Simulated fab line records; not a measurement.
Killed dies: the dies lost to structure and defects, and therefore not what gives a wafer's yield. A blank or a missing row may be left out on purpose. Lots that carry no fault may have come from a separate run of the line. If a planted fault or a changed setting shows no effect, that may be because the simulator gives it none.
fab line records ; flow n5_finfet
[record] lots = 5; wafers = 13; last_day = 18
route steps=1938 shown SD_EPI_N@276 SD_EPI_P@295 SD_ACTIVATION@332 MOL_CONTACT_COAG@537 BEOL_M4@1111 PASSIVATION@1936
lots untouched by any fault: they come from a run of this same line in which no faults occurred
start_h: start of the lot's first displayed wafer, in hours after the record's first day ; wait_h: hours elapsed since this lot's preceding step ; " same as the row above ; L1.1+2: a row that stands for several wafers ; - either no value or no given start ; * or withheld: withheld ; < > ~ a bound
route shown NAME@n: a module of which the file shows steps, and the number in the route of the first ; usual: the fault-free wafers' mean and standard deviation ; same: alike in all rows ; chamber/n: place in a boat ; sites: readings site by site ; _std_site: how widely they spread, as a standard deviation ; _edge_site: the outer-site mean with the inner-site mean subtracted ; radius_mm: for every site, how far away it sits from the centre of the wafer ; mask NAME#n: copy n ; behind: the last tool/chamber to shape the wafer ; hold: reason for holding the lot/hours on hold/outcome of the hold ; device: transistor that didn't switch, given as n, p or np ; end of line: the same wafers' tests at the end of the route ; for a step that has no rows: nothing shown but its recipe ; killed: the dies lost at the first sort to structure and to defects; this is not the yield of the wafer ; map: per-die view of a wafer (x killed, . not killed, _ where there is no die)
set.NAME: the setting that was run; set.NAME@STEP: the one run at that earlier step ; model.NAME: the simulator's own value behind a step, which no gauge read
lots seen at some steps along the route; tables by step, rows by wafer
services: a tool's chamber out of use, with start hour (start_h, from the record's first day; less than 0 if before it), hours out, and reason
[[steps]]
[step N5_SD_EPI_N_STRIP_36]
[recipe] chemistry = N2/H2; temp_c = 40; n2_flow_sccm = 200; h2_flow_sccm = 200; rf_frequency_hz = 6e+07
[step N5_SD_EPI_N_ETCHBACK_44]
[recipe] chemistry = CH3F/O2; mode = anisotropic_etchback; target = SiNx; target_depth_a = 145; stop_on = SiO2; over_etch_frac = 0.3; ion_energy_ev = 120; pressure_mtorr = 30; source_w = 395; bias_w = 73; Ar_flow_sccm = 150; CH3F_flow_sccm = 30; O2_flow_sccm = 20
[step N5_SD_EPI_N_ETCH_45]
[recipe] chemistry = CH3F/O2; target = SiOCN; target_depth_a = 60; mask_material = SOC; ion_energy_ev = 60; bias_w = 29; pressure_mtorr = 15; source_w = 410; Ar_flow_sccm = 150; CH3F_flow_sccm = 30; O2_flow_sccm = 20
[step N5_SD_EPI_N_ETCH_16]
[recipe] chemistry = CHF3/O2; target = SiO2; target_depth_a = 50; mask_material = SOC; pressure_mtorr = 30; source_w = 650; bias_w = 170; Ar_flow_sccm = 200; CHF3_flow_sccm = 50; O2_flow_sccm = 5; ion_energy_ev = 200
[step N5_SD_EPI_N_STRIP_47]
[recipe] chemistry = CHF3/O2; resist = SiARC; rf_frequency_hz = 6e+07
[step N5_SD_EPI_N_SD_RECESS_17]
[recipe] chemistry = HBr/Cl2/O2; target_depth_a = 410; mask_material = SOC; time_s = 23.7; bt_time_s = 3; pressure_mtorr = 10; icp_w = 800; bias_w = 112; HBr_flow_sccm = 150; Cl2_flow_sccm = 80; O2_flow_sccm = 12
[step N5_SD_EPI_N_STRIP_38]
[recipe] chemistry = N2/H2; power_w = 1000; temp_c = 250; h2_frac = 0.65; overash_fraction = 0.3; pressure_mtorr = withheld; n2_flow_sccm = 1750; h2_flow_sccm = 3250
[step N5_SD_EPI_N_WET_ETCH_43]
[recipe] chemistry = dHF; dilution = withheld; time_s = 14; target = SiO2; target_depth_a = 15; temp_c = 25
[step N5_SD_EPI_N_STRIP_18]
[recipe] chemistry = SPM; time_s = 750; temp_c = 130; h2so4_h2o2_vol_ratio = 4
[step N5_SD_EPI_N_SRD_20]
[recipe] dry = ipa_marangoni; do_ppb = 5; time_s = 30; temp_c = 23; rinse_liquid = diw
[step N5_SD_EPI_N_PRECLEAN_48]
[recipe] chemistry = NF3:NH3; afs_cycles = 2; temp_c = 30; time_s = 20; sublimation_temp_c = 180; sublimation_time_s = 60; pressure_torr = 3; rf_power_w = 30
[step N5_SD_EPI_N_VAPOR_ETCH_50]
[recipe] chemistry = HCl; target = Si; temp_c = 775; time_s = 54; pressure_torr = 20; mode = isotropic
[step N5_SD_EPI_N_EPI_21]
[recipe] material = Si:P; dopant = P; temp_c = 680; pressure_torr = 255; time_s = 690
[usual] susceptor_temp_C_max = 681.9/0.52
lot.wafer;tool;chamber;start_h;wait_h;susceptor_temp_C_max;model.Si-P_of_SD_EPI_N_EPI_21.thk_nm
L162.1;epi_rpcvd-04;0;57.47;0.2;682.3;58.2
L162.3;epi_rpcvd-04;0;57.47;0.2;681.7;58.8
L162.4;epi_rpcvd-04;0;57.47;0.2;682.0;58.6
L178.2;epi_rpcvd-04;0;156.53;0.4;683.4;74.2
L178.6;epi_rpcvd-04;0;157.65;1.4;682.9;73.8
L181.2;epi_rpcvd-04;0;171.58;0.4;682.2;76
L181.3;epi_rpcvd-04;0;171.58;0.4;682.0;60
L181.5;epi_rpcvd-04;0;171.58;0.4;682.2;60.8
L182.2;epi_rpcvd-04;0;177.79;0.4;681.8;74.8
L182.6;epi_rpcvd-04;0;178.91;1.4;683.1;75.2
L184.3;epi_rpcvd-03;0;188.73;0.7;681.9;58.6
L184.4;epi_rpcvd-03;0;188.73;0.7;682.2;58.2
L184.5;epi_rpcvd-03;0;188.73;0.7;681.5;59
[step N5_SD_EPI_N_EPI_MEAS_23]
[recipe] mode = xrd
[usual] thk_nm = 59.1/1.3
lot.wafer;tool;chamber;start_h;wait_h;thk_nm
L162.1;film_metro-01;-;59.77;1.9;59.4
L162.3;film_metro-01;-;59.77;1.9;57.7
L162.4;film_metro-01;-;59.77;1.9;58.3
L178.2;film_metro-01;-;157.97;1.2;76.4
L178.6;film_metro-01;-;157.97;1.2;73.3
L181.2;film_metro-02;-;173.01;1.2;75.3
L181.3;film_metro-02;-;173.01;1.2;61.7
L181.5;film_metro-02;-;173.01;1.2;62.5
L182.2;film_metro-01;-;179.23;1.2;76.3
L182.6;film_metro-01;-;179.23;1.2;75.3
L184.3;film_metro-02;-;189.89;0.9;57.5
L184.4;film_metro-02;-;189.89;0.9;57.1
L184.5;film_metro-02;-;189.89;0.9;59.5
[step N5_SD_EPI_N_PRECLEAN_24]
[recipe] chemistry = O3/DIW; time_s = 60; temp_c = 22; o3_ppm = 10
[step N5_SD_EPI_N_SRD_25]
[recipe] time_s = 30; temp_c = 23; rinse_liquid = diw; dry = ipa_marangoni
[step N5_SD_EPI_N_PRECLEAN_49]
[recipe] chemistry = NF3:NH3; afs_cycles = 1; temp_c = 30; time_s = 20; sublimation_temp_c = 180; sublimation_time_s = 60; pressure_torr = 3; rf_power_w = 30
[step N5_SD_EPI_N_LINER_46]
[recipe] material = SiNx; target_thk_a = 30; temp_c = 400; ald_precursor_family = SiH2I2; ald_co_reactant = N2/H2-plasma; pressure_torr = 2
[step N5_SD_EPI_P_COAT_34]
[recipe] resist = SOC; temp_c = 250; time_s = 60; spin_rpm = 1500; resist_thk_nm = 350
[step N5_SD_EPI_P_COAT_35]
[recipe] resist = SiARC; temp_c = 220; time_s = 60; spin_rpm = 1500; resist_thk_nm = 35
[step N5_SD_EPI_P_COAT_03]
[recipe] resist = CAR-ArF-block; spin_rpm = 1500; resist_thk_nm = 150
[step N5_SD_EPI_P_EBR_05]
[recipe] solvent = PGMEA; ebr_width_mm = 1.5
[step N5_SD_EPI_P_SOFTBAKE_04]
[recipe] temp_c = 110; time_s = 60; resist = CAR-ArF-block
[step N5_SD_EPI_P_EXPOSE_06]
[recipe] mask_id = SD_P_BLK; na = 1.35; source_shape = conventional; sigma_outer = 0.8; polarization = unpolarized; target_cd_nm = 240; dose_mj = 39.5
[step N5_SD_EPI_P_PEB_07]
[recipe] peb_temp_c = 110; peb_time_s = 60; resist = CAR-ArF-block
[step N5_SD_EPI_P_DEVELOP_08]
[recipe] develop_time_s = 30; developer = TMAH; resist = CAR-ArF-block; dev_temp_c = 23; rinse_liquid = diw; dry = air_spin
[step N5_SD_EPI_P_DESCUM_14]
[recipe] chemistry = O2; time_s = 7.9; source_power_w = 50; bias_power_w = 20; pressure_mtorr = 20; rf_frequency_hz = 2.712e+07; temp_c = 40; resist = CAR-ArF-block; o2_flow_sccm = 225
[step N5_SD_EPI_P_ETCH_36]
[recipe] chemistry = CF4; target = SiARC; target_depth_a = 455; mask_material = CAR-ArF-block; time_s = 75.8; ion_energy_ev = 80; pressure_mtorr = 40; source_w = 545; bias_w = 36; Ar_flow_sccm = 100; cf4_flow_sccm = 100; ends = cleared
[step N5_SD_EPI_P_ETCH_37]
[recipe] chemistry = N2/H2; target = SOC; overetch_a = 1080; mask_material = SiARC; temp_c = 40; ion_energy_ev = 100; source_w = 3000; bias_w = 133; pressure_mtorr = 20; time_s = 486; n2_flow_sccm = 200; h2_flow_sccm = 200; ends = end_point
[step N5_SD_EPI_P_STRIP_38]
[recipe] chemistry = N2/H2; temp_c = 40; n2_flow_sccm = 200; h2_flow_sccm = 200; rf_frequency_hz = 6e+07
[step N5_SD_EPI_P_ETCHBACK_46]
[recipe] chemistry = CH3F/O2; mode = anisotropic_etchback; target = SiNx; target_depth_a = 175; stop_on = SiO2; over_etch_frac = 0.3; ion_energy_ev = 120; pressure_mtorr = 30; source_w = 395; bias_w = 73; Ar_flow_sccm = 150; CH3F_flow_sccm = 30; O2_flow_sccm = 20
[step N5_SD_EPI_P_ETCH_47]
[recipe] chemistry = CH3F/O2; target = SiOCN; target_depth_a = 250; mask_material = SOC; ion_energy_ev = 60; bias_w = 29; pressure_mtorr = 30; source_w = 410; Ar_flow_sccm = 150; CH3F_flow_sccm = 30; O2_flow_sccm = 20
[step N5_SD_EPI_P_ETCH_16]
[recipe] chemistry = CHF3/O2; target = SiO2; target_depth_a = 50; mask_material = SOC; pressure_mtorr = 30; source_w = 650; bias_w = 170; Ar_flow_sccm = 200; CHF3_flow_sccm = 50; O2_flow_sccm = 5; ion_energy_ev = 200
[step N5_SD_EPI_P_STRIP_50]
[recipe] chemistry = CHF3/O2; resist = SiARC; rf_frequency_hz = 6e+07
[step N5_SD_EPI_P_SD_RECESS_17]
[recipe] chemistry = HBr/Cl2/O2; target_depth_a = 391; bt_time_s = 3; pressure_mtorr = 10; icp_w = 800; bias_w = 112; HBr_flow_sccm = 150; Cl2_flow_sccm = 80; O2_flow_sccm = 12
[step N5_SD_EPI_P_WET_ETCH_45]
[recipe] chemistry = dHF; dilution = withheld; time_s = 10.7; target = SiO2; target_depth_a = 20; temp_c = 25; dry = ipa_marangoni; rinse_time_s = 30; rinse_temp_c = 23
[step N5_SD_EPI_P_STRIP_40]
[recipe] chemistry = N2/H2; power_w = 1000; temp_c = 250; h2_frac = 0.65; overash_fraction = 0.3; pressure_mtorr = withheld; n2_flow_sccm = 1750; h2_flow_sccm = 3250
[step N5_SD_EPI_P_PRECLEAN_52]
[recipe] chemistry = O3/DIW; time_s = 60; temp_c = 22; o3_ppm = 10
[step N5_SD_ACTIVATION_RS_MEAS_03]
[recipe] thk_meas_gauge = four-point-probe
[usual] RS_SD_N = 21.88/0.26; RS_SD_P = 55.9/0.83
lot.wafer;tool;chamber;start_h;wait_h;RS_SD_N[ohm/sq];RS_SD_P[ohm/sq]
L162.1;film_metro-02;-;65.92;0.2;22.10;56.8
L162.3;film_metro-02;-;65.92;0.2;21.89;56.6
L162.4;film_metro-02;-;65.92;0.2;22.01;56.4
L178.2;film_metro-02;-;163.50;0.2;17.37;56.3
L178.6;film_metro-02;-;163.50;0.2;17.58;56.8
L181.2;film_metro-01;-;178.11;0.2;17.16;55.8
L181.3;film_metro-01;-;178.11;0.2;21.66;55.9
L181.5;film_metro-01;-;178.11;0.2;21.24;55.9
L182.2;film_metro-02;-;184.68;0.2;17.35;55.3
L182.6;film_metro-02;-;184.68;0.2;17.19;55.8
L184.3;film_metro-02;-;195.64;0.2;22.31;55.5
L184.4;film_metro-02;-;195.64;0.2;22.31;56.2
L184.5;film_metro-02;-;195.64;0.2;22.01;55.9
[step N5_MOL_CONTACT_COAG_ETCH_15]
[recipe] chemistry = CH3F/O2; target = SiNx; target_depth_a = 70; mask_material = SOC; stop_on = Si:P; over_etch_frac = 0.75; ion_energy_ev = 120; pressure_mtorr = 30; source_w = 395; bias_w = 73; Ar_flow_sccm = 150; CH3F_flow_sccm = 30; O2_flow_sccm = 20
[usual] drypump_motor_current_A = 5.8/0.48; oes_product_au = 0.59/0.065; rf_vpp_V = 296/4.6; showerhead_plenum_p_Torr = 2.04/0.059; throttle_valve_pct = 16.38/0.25
lot.wafer;tool;chamber;start_h;wait_h;drypump_motor_current_A;oes_product_au;rf_hours_counter_h;rf_vpp_V;showerhead_plenum_p_Torr;throttle_valve_pct;model.Si-P_of_SD_EPI_N_EPI_21.thk_nm
L162.1;rie_diel-01;1;98.07;0.0;6.4;0.67;38;301;2.04;15.93;57.4
L162.3;rie_diel-01;0;98.07;0.0;6.7;0.51;225;291;2.06;16.58;58
L162.4;rie_diel-01;3;98.07;0.0;5.4;0.53;195;296;1.99;16.47;57.8
L178.2;rie_diel-01;2;194.21;0.0;5.3;0.51;244;289;1.97;16.64;73
L178.6;rie_diel-01;2;194.21;0.0;5.3;0.51;-;289;1.97;16.63;72.8
L181.2;rie_diel-06;0;209.53;0.0;5.1;0.58;149;303;2.09;16.44;74.8
L181.3;rie_diel-06;3;209.53;0.0;5.7;0.54;191;292;1.97;16.68;59.2
L181.5;rie_diel-06;0;209.53;0.0;5.2;0.57;-;304;2.09;16.46;60
L182.2;rie_diel-01;0;213.76;0.0;6.7;0.68;10;292;2.05;16.12;73.8
L182.6;rie_diel-01;1;213.76;0.0;6.4;0.61;-;299;2.02;16.03;74
L184.3;rie_diel-06;2;224.76;0.0;5.5;0.71;7;299;2.05;16.12;57.8
L184.4;rie_diel-06;1;224.76;0.0;6.0;0.63;54;299;2.13;16.16;57.4
L184.5;rie_diel-06;0;224.76;0.0;5.1;0.57;-;303;2.09;16.46;58.2
[step N5_BEOL_M4_RC_MEAS_101]
[usual] DIBL_N = 36.0/1.7; DIBL_P = 36.0/2; IOFF_N = 0.156/0.028; IOFF_P = 0.21/0.04; ION_N = 673/12; ION_P = 463/8.3; RS_SD_N = 28.4/0.35; SS_N = 71.4/0.6; SS_P = 73.3/0.66; VT_N = 250/3; VT_P = -250/3.8
lot.wafer;tool;chamber;start_h;wait_h;DIBL_N[mV/V];DIBL_P[mV/V];IOFF_N[nA/um];IOFF_P[nA/um];ION_N[uA/um];ION_P[uA/um];RS_SD_N[ohm/sq];SS_N[mV/dec];SS_P[mV/dec];VT_N[mV];VT_P[mV]
L162.1;prober-01;0;173.37;0.0;36.9;36.3;0.148;0.22;661;457;28.7;72.5;72.9;253;-252
L162.3;prober-01;0;173.37;0.0;37.2;36.3;0.176;0.23;684;467;28.7;71.7;73.3;247;-249
L162.4;prober-01;0;173.37;0.0;36.2;36.1;0.156;0.22;675;467;28.4;71.7;72.9;249;-248
L178.2;prober-02;0;274.30;0.2;36.8;36.6;0.167;0.23;699;475;22.6;71.6;72.9;246;-247
L178.6;prober-02;0;274.30;0.2;38.3;37.1;0.168;0.23;678;463;22.8;72.0;73.0;249;-249
L182.2;prober-02;0;296.77;0.2;36.9;37.8;0.175;0.25;670;457;22.4;71.5;73.4;247;-247
L182.6;prober-02;0;296.77;0.2;35.9;36.5;0.177;0.23;671;461;22.4;71.0;73.6;245;-245
L181.2;prober-01;0;300.94;0.2;33.8;32.6;0.127;0.16;672;461;22.0;70.6;73.0;251;-252
L181.3;prober-01;0;300.94;0.2;35.0;33.8;0.134;0.17;661;449;28.1;71.3;74.0;253;-253
L181.5;prober-01;0;300.94;0.2;33.8;31.9;0.133;0.15;670;455;27.3;70.6;72.8;251;-254
L184.3;prober-02;0;312.89;0.3;37.0;38.0;0.186;0.23;682;463;28.4;71.3;73.9;247;-249
L184.4;prober-02;0;312.89;0.3;38.8;40.0;0.218;0.26;711;480;28.7;72.0;74.3;244;-247
L184.5;prober-02;0;312.89;0.3;36.3;37.7;0.167;0.21;698;474;28.1;71.3;73.4;250;-252
[step N5_PASSIVATION_PROBE_49]
[usual] defect_limited_yield = 91.6/1.6; killed_at_M0_to_M3 = 31/10; killed_at_M4_up = 14/6.3; killed_at_contacts = 12/6.1; killed_at_front_end = 39/12; killed_at_other = 3.7/2.8; killed_dies = 100/19; killed_open = 66/14; killed_short = 33/8.1; sort_bin_5_function = 5.0/1.1; sort_bin_6_memory = 3.2/0.66; sort_n_pass = 1080/18; sort_yield_pct = 91.6/1.6
[same] gross_dies = 1180; killed_at_back_side = 0; sort_bin_4_leakage[%] = 0; sort_bin_8_speed[%] = 0
lot.wafer;tool;chamber;start_h;wait_h;defect_limited_yield[%];killed_at_M0_to_M3;killed_at_M4_up;killed_at_contacts;killed_at_front_end;killed_at_other;killed_dies;killed_open;killed_short;sort_bin_5_function[%];sort_bin_6_memory[%];sort_n_pass;sort_yield_pct[%]
L181.2;prober-02;-;404.45;0.1;92.5;26;9;19;32;3;89;58;30;4.1;2.9;1091;92.5
L181.3;prober-02;-;404.50;0.1;93.6;11;16;7;35;7;76;54;22;3.2;2.9;1104;93.6
L181.5;prober-02;-;404.60;0.2;91.3;29;19;19;36;0;103;67;36;5.8;2.5;1077;91.3
L182.2;prober-02;-;406.43;0.1;92.7;21;17;19;24;5;86;58;27;4.0;2.8;1094;92.7
L182.6;prober-02;-;406.63;0.3;91.9;32;17;11;35;1;96;57;37;4.7;2.9;1084;91.9
// killed by level:class
L181.2 MOL_CONTACT_COAG:geometric_particle:open=12 FIN_SAQP:geometric_particle:short=11 BEOL_M2:geometric_particle:open=10 MOL_CONTACT_COAG:geometric_particle:short=7 FIN_SAQP:geometric_particle:open=6 BEOL_M1:geometric_particle:open=5 BEOL_M0_SAQP:geometric_particle:open=4 DUMMY_GATE:geometric_particle:open=3
L181.3 BEOL_M4:geometric_particle:open=12 FIN_SAQP:geometric_particle:open=8 MOL_CONTACT_COAG:geometric_particle:open=6 FIN_SAQP:geometric_particle:short=5 BEOL_M1:geometric_particle:open=5 STARTING-WAFER:geometric_particle:short=4 STI_FIN_REVEAL:geometric_particle:open=3 ILD0:geometric_particle:open=3
L181.5 MOL_CONTACT_COAG:geometric_particle:open=16 BEOL_M0_SAQP:geometric_particle:open=10 BEOL_M1:geometric_particle:short=7 BEOL_M2:geometric_particle:open=7 BEOL_M4:geometric_particle:open=7 GATE_CUT:geometric_particle:short=6 BEOL_M5:geometric_particle:open=6 DUMMY_GATE:geometric_particle:open=5
L182.2 MOL_CONTACT_COAG:geometric_particle:open=13 BEOL_M4:geometric_particle:open=8 MOL_CONTACT_COAG:geometric_particle:short=6 BEOL_M3:geometric_particle:open=6 DUMMY_GATE:geometric_particle:open=4 FIN_SAQP:geometric_particle:open=3 STI_FIN_REVEAL:geometric_particle:open=3 GATE_CUT:geometric_particle:short=3
L182.6 FIN_SAQP:geometric_particle:short=10 MOL_CONTACT_COAG:geometric_particle:open=10 BEOL_M0_SAQP:geometric_particle:open=9 BEOL_M2:geometric_particle:open=9 BEOL_M0_SAQP:geometric_particle:short=8 STI_FIN_REVEAL:geometric_particle:open=7 STARTING-WAFER:geometric_particle:short=6 BEOL_M5:geometric_particle:open=4
[[services]]
tool;chamber;start_h;hours;kind
epi_rpcvd-04;-;37.18;0.8;repair
rie_diel-06;1;62.37;-;clean
rie_diel-06;1;62.37;-;consumable_replace:focus_ring
rie_diel-06;1;62.37;-;consumable_replace:showerhead
rie_diel-06;1;62.37;18.6;scheduled_down
rie_diel-06;1;62.37;18.6;vent_cycle
rie_diel-06;2;78.60;4.3;repair
rie_diel-01;3;80.46;4.2;repair
rie_diel-06;1;132.23;6.0;repair
rie_diel-06;0;133.63;5.5;repair
rie_diel-06;-;139.31;0.5;repair
rie_diel-06;3;155.87;5.8;repair
rie_diel-01;0;167.59;-;clean
rie_diel-01;0;167.59;-;consumable_replace:focus_ring
rie_diel-01;0;167.59;20.5;scheduled_down
rie_diel-01;0;167.59;20.5;vent_cycle
rie_diel-06;2;184.66;-;clean
rie_diel-06;2;184.66;-;consumable_replace:focus_ring
rie_diel-06;2;184.66;21.6;scheduled_down
rie_diel-01;2;210.24;-;clean
rie_diel-01;2;210.24;-;consumable_replace:focus_ring
rie_diel-01;2;210.24;15.4;scheduled_down
rie_diel-01;2;210.24;15.4;vent_cycle
epi_rpcvd-03;-;211.06;8.1;pm
[[key]]
[first_sign] step = N5_SD_EPI_N_EPI_MEAS_23; reading = thk_nm; direction = up; sigmas = 12; usual = *; struck = *
[effect] step = N5_SD_ACTIVATION_RS_MEAS_03; reading = RS_SD_N; direction = down; sigmas = 17; usual = 21.88; struck = 17.33
[effect] step = N5_BEOL_M4_RC_MEAS_101; reading = RS_SD_N; direction = down; sigmas = 17; usual = 28.4; struck = 22.4
[model_effect] step = N5_SD_EPI_N_EPI_21; value = Si-P_of_SD_EPI_N_EPI_21.thk_nm; without = 59.48; struck = 74.8
[model_effect] step = N5_MOL_CONTACT_COAG_ETCH_15; value = Si-P_of_SD_EPI_N_EPI_21.thk_nm; without = 58.68; struck = 73.68
met_at N5_SD_EPI_N_EPI_21
struck_wafers L178.2,L178.6,L181.2,L182.2,L182.6
onset_between 57.47 156.53
[fault] kind = process_parameter_drift; tool = epi_rpcvd-04; chamber = -; onset_h = 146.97; steps = N5_SD_EPI_N_EPI_21; channel = time_s; offset = *; shape = step; end_h = 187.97; scope = struck_wafers_only; acts_in = *; stated = *
